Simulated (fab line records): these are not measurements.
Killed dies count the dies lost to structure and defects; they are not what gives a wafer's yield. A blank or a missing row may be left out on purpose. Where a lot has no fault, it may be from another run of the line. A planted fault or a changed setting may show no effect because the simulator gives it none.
Matching of chambers || flow nandHarc || NHARC_P_CONTACT_ALD_22 on aldMetal-03: 4 sister chambers
The step deposits TiN, target thk 3 nm, pulse time 1 s, ald cycles 150. 8 wafers are shown with their chamber, then 7 later ones without.

## WAFERS, EACH WITH ITS CHAMBER
{"wafer": "L081.6", "chamber": 2, "heaterPowerW (W)": 1121, "precursorPulseHeightRel": 1.013}
{"wafer": "L082.4", "chamber": 2, "heaterPowerW (W)": 1143, "precursorPulseHeightRel": 1.009}
{"wafer": "L084.2", "chamber": 0, "heaterPowerW (W)": 1166, "precursorPulseHeightRel": 0.991}
{"wafer": "L087.1", "chamber": 0, "heaterPowerW (W)": 1189, "precursorPulseHeightRel": 1.036}
{"wafer": "L087.2", "chamber": 3, "heaterPowerW (W)": 1045, "precursorPulseHeightRel": 0.962}
{"wafer": "L087.3", "chamber": 1, "heaterPowerW (W)": 950, "precursorPulseHeightRel": 1.046}
{"wafer": "L089.3", "chamber": 1, "heaterPowerW (W)": 934, "precursorPulseHeightRel": 1.000}
{"wafer": "L089.4", "chamber": 3, "heaterPowerW (W)": 1051, "precursorPulseHeightRel": 0.999}

## WAFERS WHOSE CHAMBER IS MISSING
{"wafer": "L089.6", "heaterPowerW (W)": 918, "precursorPulseHeightRel": 1.020}
{"wafer": "L092.1", "heaterPowerW (W)": 1036, "precursorPulseHeightRel": 0.998}
{"wafer": "L092.3", "heaterPowerW (W)": 1115, "precursorPulseHeightRel": 1.014}
{"wafer": "L092.4", "heaterPowerW (W)": 913, "precursorPulseHeightRel": 1.020}
{"wafer": "L094.3", "heaterPowerW (W)": 1182, "precursorPulseHeightRel": 1.024}
{"wafer": "L094.4", "heaterPowerW (W)": 1077, "precursorPulseHeightRel": 1.001}
{"wafer": "L094.5", "heaterPowerW (W)": 1178, "precursorPulseHeightRel": 1.024}

## WHICH CHAMBER EACH WENT THROUGH
{"wafer": "L089.6", "from the rows above": 1, "in truth": 1}
{"wafer": "L092.1", "from the rows above": 3, "in truth": 3}
{"wafer": "L092.3", "from the rows above": 2, "in truth": 2}
{"wafer": "L092.4", "from the rows above": 1, "in truth": 1}
{"wafer": "L094.3", "from the rows above": 0, "in truth": 0}
{"wafer": "L094.4", "from the rows above": "can't be placed: 3 or 2", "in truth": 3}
{"wafer": "L094.5", "from the rows above": 0, "in truth": 0}
Correct placement for 6 of the 7. From these rows, 1 cannot be placed; in 1 the true chamber is one of the candidates. Number placed wrongly: 0.
How it was worked out, from the rows above alone: a wafer's distance from a chamber is the root of the sum, over the readings, of the square of ((its reading less the chamber's mean) divided by the reading's scatter). The wafer belongs to the nearest chamber; if the next one is less than 2 further off, it can't be placed. For every chamber, the mean is computed from those of its wafers that are shown. The scatter: take each reading less its chamber's mean, square it, sum over the shown wafers, divide by the number of wafers less the number of chambers, and take the root.
